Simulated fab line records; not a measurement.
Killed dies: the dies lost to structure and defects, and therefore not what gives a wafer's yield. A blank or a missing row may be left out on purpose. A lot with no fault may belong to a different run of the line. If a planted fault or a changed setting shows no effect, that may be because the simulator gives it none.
A lot that was struck, set against a sound lot	flow nand-harc	25 out of 1302 route steps
Sound: the wafers L324.2, L324.5, L324.6. Wafers L337.1, L337.2, L337.5 were the ones struck. At the end, the cause is stated.
Order at every step that has rows: each side's tool, ch and its chambers, its first start. Under that, the readings that differ: sound wafers	struck wafers	difference of the means	sigmas: that difference in standard deviations of wafers without a fault.
alike: a reading whose means differ by less than 2 such deviations, as well as words and numbers matching on both sides. not compared: withheld readings; readings where some wafer has no value; bounds like >300 that might hide an equal value; numbers whose values overlap and for which the record gives no deviation.
A row with sigmas, a row that says differs or no value, or rows on one side alone: a step with any of these is where the two part. When numbers do not overlap yet have no deviation, they are printed without sigmas and do not part them. A reading missing from all wafers of one side parts the sides only when that side holds two or more wafers.

first, 1 step without rows for these wafers: NHARC_P_M0_SRD_25.
NHARC_P_M0_INSPECT_27:
  sound on defect-inspect-01, day 7 19:15; struck on defect-inspect-01, day 13 11:48
  alike: raw-defect-count
NHARC_P_M0_PRE_CLEAN_31: time 12 s.
  sound on pecvd-01 ch 0,2, day 7 19:20; struck on pecvd-02 ch 0,1,2, day 13 11:52
  alike: heater-power-w
NHARC_P_M0_DEP_32: deposits SiCN, target thk 30 nm.
  sound on pecvd-01 ch 0,2, day 7 19:26; struck on pecvd-02 ch 0,1,2, day 13 11:57
  alike: heater-power-w
then, 7 steps without rows for these wafers: NHARC_P_M1_DEP_00 (deposits SiOC, target thk 182.5 nm); NHARC_P_M1_DEHYDRATE_01 (time 120 s); NHARC_P_M1_HMDS_02 (time 30 s); NHARC_P_M1_COAT_34 (time 65 s); NHARC_P_M1_COAT_03 (resist thk 90 nm); NHARC_P_M1_SOFTBAKE_04 (time 55 s); NHARC_P_M1_EBR_05.
NHARC_P_M1_EXPOSE_06: exposes mask P M1, target cd 130 nm.
  sound on arfi-scanner-03 ch 0, day 7 20:31; struck on arfi-scanner-01 ch 0, day 13 13:03
reading	sound	struck	difference	sigmas
exposure-dose-mJ-cm2	81.77 81.76 81.84	78.95 78.96 79.07	-2.80	-37
  alike: mask, focus-offset-nm, stage-vel-mm-s
then, 2 steps without rows for these wafers: NHARC_P_M1_PEB_07 (peb time 65 s); NHARC_P_M1_DEVELOP_08 (develop time 35 s).
NHARC_P_M1_CD_MEAS_09: the cd target is 130 nm.
  sound on cd-sem-01 ch 0, day 7 20:39; struck on cd-sem-03 ch 0, day 13 13:11
reading	sound	struck	difference	sigmas
cd-nm (nm)	130.3 130.2 130.3	128.1 128.3 128.4	-2.0	-5
NHARC_P_M1_OVL_MEAS_10: pitch 260 nm.
  sound on overlay-01, day 7 20:44; struck on overlay-01, day 13 13:17
  alike: overlay-x-nm, overlay-y-nm
NHARC_P_M1_INSPECT_11:
  sound on defect-inspect-01, day 7 20:46; struck on defect-inspect-01, day 13 13:19
  alike: raw-defect-count
NHARC_P_M1_DESCUM_14: chemistry O2, time 3 s.
  sound on rie-diel-10 ch 2,3, day 7 20:50; struck on rie-diel-10 ch 0,1,2, day 13 13:24
reading	sound	struck	difference	sigmas
model.P_M1.cd-nm (nm)	130.5 130.5 130.2	128 128 128	-2	
  alike: drypump-motor-current-A, o2-flow-sccm, oes-product-au, rf-vpp-V, showerhead-plenum-p-Torr, throttle-valve-pct
  not compared: rf-hours-counter-h
NHARC_P_M1_ETCH_35: etches the open film in N2/H2, target depth 40 nm, overetch 12 nm, time 43.94 s.
  sound on rie-diel-10 ch 1,2,3, day 7 20:56; struck on rie-diel-10 ch 0,2,3, day 13 13:28
  alike: drypump-motor-current-A, oes-product-au, rf-vpp-V, showerhead-plenum-p-Torr, throttle-valve-pct
  not compared: rf-hours-counter-h
NHARC_P_M1_ETCH_15: etches the open film in C4F8/Ar, target depth 182.5 nm, time 91.2 s.
  sound: rie-diel-10 ch 0,1; struck: rie-diel-10 ch 0,3
  alike: oes-product-au, rf-vpp-V
  not compared: rf-hours-counter-h
NHARC_P_M1_CD_MEAS_16:
  sound on cd-sem-03, day 7 21:08; struck on cd-sem-02, day 13 13:41
reading	sound	struck	difference	sigmas
cd-nm (nm)	130.5 130.5 130.3	127.9 127.7 127.6	-2.7	-5
NHARC_P_M1_STRIP_18: strips in N2/H2.
  sound on rie-diel-05 ch 0,1, day 7 21:13; struck on rie-diel-05 ch 2,3, day 13 13:46
  alike: drypump-motor-current-A, oes-product-au, rf-vpp-V, showerhead-plenum-p-Torr, throttle-valve-pct
  not compared: rf-hours-counter-h
NHARC_P_M1_ETCH_28: etches the open film in CF4/N2, target depth 30 nm, time 72.99 s.
  sound: rie-diel-05 ch 1,2; struck: rie-diel-05 ch 0,1
reading	sound	struck	difference	sigmas
model.P_M1.cd-nm (nm)	130.6 130.4 129.8	128.5 128.3 128.1	-2.0	
  alike: drypump-motor-current-A, oes-product-au, rf-vpp-V, showerhead-plenum-p-Torr, throttle-valve-pct
  not compared: rf-hours-counter-h
then, 1 step without rows for these wafers: NHARC_P_M1_STRIP_19 (strips in post etch residue remover, time 600 s).
-- record jumps: 18 days between struck wafers' starts before vs after; left off in module P_M1, resumes in module END, first step shown is number 1302 of the route --
NHARC_END_SORT_01:
  sound on prober-02 ch 0, day 26 06:01; struck on prober-02 ch 0, day 31 20:13
  alike: defect-limited-yield, killed-at-array, killed-at-other, killed-at-periphery, killed-dies, killed-open, killed-short, sort_bin_2_pct, sort_bin_3_pct, sort_bin_4_pct, sort-n-pass, sort-rim-yield-pct, sort-yield-pct

WHERE THEY PART
First at NHARC_P_M1_EXPOSE_06; last, within this record, at NHARC_P_M1_CD_MEAS_16. Later steps at which nothing parts them and some readings are alike: NHARC_P_M1_STRIP_18, NHARC_P_M1_ETCH_28, NHARC_END_SORT_01.

WHY: the cause the simulator had injected
Process parameters drifting: arfi-scanner-01 at NHARC_P_M1_EXPOSE_06, beginning at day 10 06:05. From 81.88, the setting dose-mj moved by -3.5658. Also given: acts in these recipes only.
